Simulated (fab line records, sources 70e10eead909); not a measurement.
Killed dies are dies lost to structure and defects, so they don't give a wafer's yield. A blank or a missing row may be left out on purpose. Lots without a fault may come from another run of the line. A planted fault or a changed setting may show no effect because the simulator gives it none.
Chamber matching | flow nand_harc | NHARC_A_WL_FILL_ALD_00 on ald_hk-03: 4 sister chambers
The step deposits Al2O3, target thk 3 nm, pulse time 3 s, ald cycles 30. 8 wafers are shown with their chamber, then 7 later ones without.

WAFERS WITH THEIR CHAMBER
wafer  | chamber | heater_power_w (W) | precursor_pulse_height_rel
L242.1 | 0       | 489                | 1.028
L244.5 | 0       | 489                | 0.992
L257.6 | 3       | 519                | 0.974
L255.1 | 2       | 476                | 1.002
L255.2 | 1       | 437                | 0.953
L255.6 | 2       | 482                | 0.985
L260.1 | 3       | 521                | 1.023
L260.3 | 1       | 426                | 1.015

WAFERS WITHOUT THEIR CHAMBER
wafer  | heater_power_w (W) | precursor_pulse_height_rel
L260.4 | 456                | 0.982
L258.2 | 493                | 1.020
L258.3 | 520                | 0.981
L258.4 | 433                | 1.012
L259.2 | 503                | 1.029
L259.4 | 464                | 0.954
L259.5 | 468                | 0.975

WHICH CHAMBER EACH WENT THROUGH
wafer  | from the rows above     | in truth
L260.4 | can't be placed: 2 or 1 | 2
L258.2 | 0                       | 0
L258.3 | 3                       | 3
L258.4 | 1                       | 1
L259.2 | can't be placed: 0 or 3 | 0
L259.4 | 2                       | 2
L259.5 | 2                       | 2
Placed correctly: 5 of 7. Can't be placed from these rows: 2 (the true chamber is among the candidates in 2). Placed wrongly: 0.
How it was worked out, from the rows above alone: a wafer's distance from a chamber is the root of the sum, over the readings, of the square of ((its reading less the chamber's mean) divided by the reading's scatter). The wafer belongs to the nearest chamber; if the next one is less than 2 further off, it can't be placed. A chamber's mean is the mean of its shown wafers. The scatter: the root of (the sum of the squares of (reading less its chamber's mean) over the shown wafers, divided by (wafers less chambers)).
